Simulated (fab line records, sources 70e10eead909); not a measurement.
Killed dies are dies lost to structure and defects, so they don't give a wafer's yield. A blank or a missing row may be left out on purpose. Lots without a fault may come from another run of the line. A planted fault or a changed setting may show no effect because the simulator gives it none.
Tool commonality check | flow nand_harc | 11 lots, 33 wafers sampled

WHY IT WAS OPENED
At NHARC_P_CONTACT_CD_MEAS_12 the reading cd_nm is flagged on 2 of 11 lots. Wafers without a fault read 89.9 nm, standard deviation 0.5.
Rule: a lot is flagged when every wafer of it that has a number lies more than 4 standard deviations from that mean, or none has a number. The other lots count as sound.

lot  | measured     | on        | cd_nm (nm), wafer by wafer | flag
L821 | day 5 07:29  | cd_sem-03 | 89.8 89.0 89.3             |
L824 | day 6 03:19  | cd_sem-01 | 90.6 90.1 89.8             |
L825 | day 6 23:39  | cd_sem-01 | 90.3 89.6 89.6             |
L830 | day 7 17:37  | cd_sem-02 | 90.3 90.1 90.9             |
L832 | day 8 19:13  | cd_sem-02 | 82.8 83.7 83.0             | FLAGGED
L833 | day 9 01:13  | cd_sem-03 | 84.1 84.5 83.5             | FLAGGED
L837 | day 9 13:28  | cd_sem-03 | 90.7 89.6 90.3             |
L838 | day 9 21:43  | cd_sem-02 | 90.1 89.7 89.7             |
L841 | day 10 13:28 | cd_sem-02 | 90.6 90.9 91.2             |
L844 | day 11 00:22 | cd_sem-01 | 90.5 90.1 90.1             |
L843 | day 11 01:04 | cd_sem-01 | 90.5 89.4 89.8             |
The numbers of the flagged lots are 83.6 nm on average: -6.3 nm against the usual, or -13 standard deviations.

WHICH TOOL RAN EACH LOT
The record holds 2 process steps before the reading, out of a route of 1159 steps. In each cell: the tool, then ch and the chambers that the sampled wafers went through, then the start.
lot  | flag    | NHARC_P_GATE_STRIP_113               | NHARC_P_CONTACT_PEB_10
L821 |         | plasma_asher-02 ch 0,1, day 5 03:40  | litho_track-06 ch 0, day 5 07:25
L824 |         | plasma_asher-01 ch 0,1, day 5 23:17  | litho_track-04 ch 0, day 6 03:14
L825 |         | plasma_asher-02 ch 0,1, day 6 19:25  | litho_track-06 ch 0, day 6 23:34
L830 |         | plasma_asher-01 ch 0,1, day 7 13:28  | litho_track-04 ch 0, day 7 17:32
L832 | FLAGGED | plasma_asher-02 ch 0,1, day 8 15:12  | litho_track-06 ch 0, day 8 19:08
L833 | FLAGGED | plasma_asher-01 ch 0,1, day 8 21:18  | litho_track-06 ch 0, day 9 01:08
L837 |         | plasma_asher-01 ch 0,1, day 9 09:27  | litho_track-04 ch 0, day 9 13:22
L838 |         | plasma_asher-02 ch 0,1, day 9 17:28  | litho_track-04 ch 0, day 9 21:38
L841 |         | plasma_asher-02 ch 0,1, day 10 09:22 | litho_track-01 ch 0, day 10 13:23
L844 |         | plasma_asher-02 ch 0,1, day 10 20:13 | litho_track-01 ch 0, day 11 00:17
L843 |         | plasma_asher-01 ch 0,1, day 10 20:51 | litho_track-04 ch 0, day 11 00:59
What these steps do:
- NHARC_P_GATE_STRIP_113: strips in N2/H2, time 740 s.
- NHARC_P_CONTACT_PEB_10: peb time 65 s.
- NHARC_P_CONTACT_CD_MEAS_12: target cd 90 nm.

FLAGGED OVER TOTAL, TOOL BY TOOL (the gauges that took the reading come last)
step                       | tool            | lots run | flagged | share of the flagged lots | sound lots run after its first flagged lot
NHARC_P_GATE_STRIP_113     | plasma_asher-01 | 5        | 1       | some                      | 2 (L837,L843)
NHARC_P_GATE_STRIP_113     | plasma_asher-02 | 6        | 1       | some                      | 3 (L838,L841,L844)
NHARC_P_CONTACT_PEB_10     | litho_track-01  | 2        | 0       | none                      | -
NHARC_P_CONTACT_PEB_10     | litho_track-04  | 5        | 0       | none                      | -
NHARC_P_CONTACT_PEB_10     | litho_track-06  | 4        | 2       | all                       | 0
NHARC_P_CONTACT_CD_MEAS_12 | cd_sem-01       | 4        | 0       | none                      | -
NHARC_P_CONTACT_CD_MEAS_12 | cd_sem-02       | 4        | 1       | some                      | 2 (L838,L841)
NHARC_P_CONTACT_CD_MEAS_12 | cd_sem-03       | 3        | 1       | some                      | 1 (L837)

WHAT THE TABLE ALLOWS
1 row of the table ran every flagged lot: litho_track-06 at NHARC_P_CONTACT_PEB_10.
- litho_track-06 at NHARC_P_CONTACT_PEB_10: 2 of its 4 lots flagged. Its last sound lot is L825 (day 6 23:34), its first flagged lot L832 (day 8 19:08): a fault that began between those two fits. Its own readings lie more than 4 standard deviations out on every wafer of the flagged lots: heater_power_total_W, plate_temp_C.
One tool is left: litho_track-06 at NHARC_P_CONTACT_PEB_10.

WHAT THE SIMULATOR HAD PUT IN
Process parameter drift: litho_track-06, from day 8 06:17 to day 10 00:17, at NHARC_P_CONTACT_PEB_10. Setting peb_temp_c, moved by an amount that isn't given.
Lots struck among those shown: L832, L833. The rule above found the same.
